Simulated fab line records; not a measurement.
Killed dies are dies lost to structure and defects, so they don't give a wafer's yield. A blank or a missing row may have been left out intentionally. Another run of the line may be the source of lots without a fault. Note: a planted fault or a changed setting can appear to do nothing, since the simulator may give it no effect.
Split-lot trial	flow n5 finfet	route with 1938 steps; 7 lots, 21 wafers read

THE SPLIT ITSELF
At N5_MOL_CONTACT_COAG_ALD_133 (deposits SiO2, target thk 5 nm, pulse time 1 s, co reactant pulse time 1 s), the setting ald cycles was moved away from the recipe's 35 on 8 of the 21 wafers read, by -14.3% to +5.7%. The other wafers ran this setting at the recipe's value.

The reading is taken at the split's own step.

THE READING
SiO2_of_MOL_CONTACT_COAG_ALD_133.thk nm (the simulator's own value, which no gauge read), in nm, at N5_MOL_CONTACT_COAG_ALD_133 (deposits SiO2, target thk 5 nm, pulse time 1 s, co reactant pulse time 1 s). The file gives no usual value for it.

wafer	tool, chamber at the split	ald cycles as run	against the recipe	SiO2_of_MOL_CONTACT_COAG_ALD_133.thk nm, nm	against lot-mates on the recipe
L074.2	ald sin-03, 2,3,1	35	recipe	5	-
L074.4	ald sin-03, 2,3,1	35	recipe	5	-
L074.5	ald sin-03, 2,3,1	35	recipe	5	-
L079.1	ald sin-04, 2,3	32	-8.6%	4.6	-0.4
L079.2	ald sin-04, 2,3	32	-8.6%	4.6	-0.4
L079.6	ald sin-04, 2	35	recipe	5	-
L086.2	ald sin-02, 1,0	31	-11.4%	4.4	-0.6
L086.5	ald sin-02, 1,0	31	-11.4%	4.4	-0.6
L086.6	ald sin-02, 1	35	recipe	5	-
L087.1	ald sin-04, 3,2,1	35	recipe	5	-
L087.3	ald sin-04, 3,2,1	35	recipe	5	-
L087.4	ald sin-04, 3,2,1	35	recipe	5	-
L088.2	ald sin-03, 3,1,1	35	recipe	5	-
L088.4	ald sin-03, 3,1,1	35	recipe	5	-
L088.6	ald sin-03, 3,1,1	35	recipe	5	-
L089.1	ald sin-03, 2,3,0	37	+5.7%	5.2	no lot-mate on the recipe
L089.3	ald sin-03, 2,3,0	37	+5.7%	5.2	no lot-mate on the recipe
L089.5	ald sin-03, 2,3,0	37	+5.7%	5.2	no lot-mate on the recipe
L090.3	ald sin-04, 1	30	-14.3%	4.2	-0.8
L090.5	ald sin-04, 3,2	35	recipe	5	-
L090.6	ald sin-04, 3,2	35	recipe	5	-
Rows listing several chambers each stand for several wafers; the file does not say which wafer went through which chamber.

THE FIT
A straight line over all 21 wafers: SiO2_of_MOL_CONTACT_COAG_ALD_133.thk nm changes by +0.0489 nm for each +1% of ald cycles; r = +0.99; the points scatter about the line by 0.037 nm.
The same after taking each lot's own level away (the mean of its wafers on the recipe; 18 wafers): +0.0525 nm for each +1%; r = +1.00; scatter 0.021 nm.
That fit puts the effect of the largest move of ald cycles on the reading at 0.75 nm.
The lots' own levels span 5.00 to 5.00 nm.
The two slopes agree, so the slope changes little with the lot-to-lot level.
Check: for one of the wafers moved furthest among these (-14.3%), held out of the fit, the line's prediction against its lot-mates is -0.72 nm. It came out at -0.8 nm against them.

FURTHER SPLITS ON THESE WAFERS
These wafers also went through other splits before the reading. Each is held against what the fit with the lots' levels taken away leaves over:
other split on the same wafers	wafers away from the commonest value	r with SiO2_of_MOL_CONTACT_COAG_ALD_133.thk nm (lot level and that fit taken away)
N5_HKMG_FIN_EXPOSE_46 dose mj	4	+0.22
N5_GATE_CUT_COAT_27 spin rpm	6	-0.36
N5_GATE_CUT_EXPOSE_10 dose mj	8	+0.27
N5_MOL_CONTACT_COAG_COAT_75 spin rpm	5	-0.34

FILE'S OWN FIT
SiO2_of_MOL_CONTACT_COAG_ALD_133.thk nm changes by +0.0532 nm for each +1% of ald cycles, r = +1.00.
